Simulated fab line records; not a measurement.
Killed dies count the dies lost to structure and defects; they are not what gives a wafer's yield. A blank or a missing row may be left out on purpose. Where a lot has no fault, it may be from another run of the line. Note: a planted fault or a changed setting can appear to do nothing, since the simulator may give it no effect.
Chamber matching :: flow n5 finfet :: 3 sister chambers for N5_BEOL_M14_DESCUM_15 on rie diel-06
The step chemistry O2, time 7.9 s. 3 wafers are shown with their chamber, then 7 later ones without.

EACH WAFER AND ITS CHAMBER
wafer: L087.1
chamber: 3
showerhead plenum p Torr (Torr): 2.03

wafer: L087.2
chamber: 2
showerhead plenum p Torr (Torr): 2.15

wafer: L087.3
chamber: 0
showerhead plenum p Torr (Torr): 2.05

WAFERS WHOSE CHAMBER IS MISSING
wafer: L088.3
showerhead plenum p Torr (Torr): 2.15

wafer: L088.5
showerhead plenum p Torr (Torr): 2.15

wafer: L090.2
showerhead plenum p Torr (Torr): 2.15

wafer: L090.4
showerhead plenum p Torr (Torr): 2.03

wafer: L090.6
showerhead plenum p Torr (Torr): 2.03

wafer: L091.2
showerhead plenum p Torr (Torr): 2.02

wafer: L091.6
showerhead plenum p Torr (Torr): 2.04

WHICH CHAMBER EACH WENT THROUGH
wafer: L088.3
from the rows above: 2
in truth: 2

wafer: L088.5
from the rows above: 2
in truth: 2

wafer: L090.2
from the rows above: 2
in truth: 2

wafer: L090.4
from the rows above: 3
in truth: 3

wafer: L090.6
from the rows above: 3
in truth: 3

wafer: L091.2
from the rows above: 3
in truth: 3

wafer: L091.6
from the rows above: can't be placed: 0 or 3
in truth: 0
Correct placement for 6 of the 7. Not placeable from these rows: 1 (in 1, the candidates include the true chamber). Placed wrongly: 0.
How it was worked out, from the rows above alone: a wafer's distance from a chamber is the root of the sum, over the readings, of the square of ((its reading less the chamber's mean) divided by the reading's scatter). The wafer belongs to the nearest chamber; if the next one is less than 2 further off, it can't be placed. A chamber's mean is the mean of its shown wafers. The scatter (one wafer shown for each chamber): square how far every hidden wafer sits from the nearest shown wafer, average those squares and take the square root.
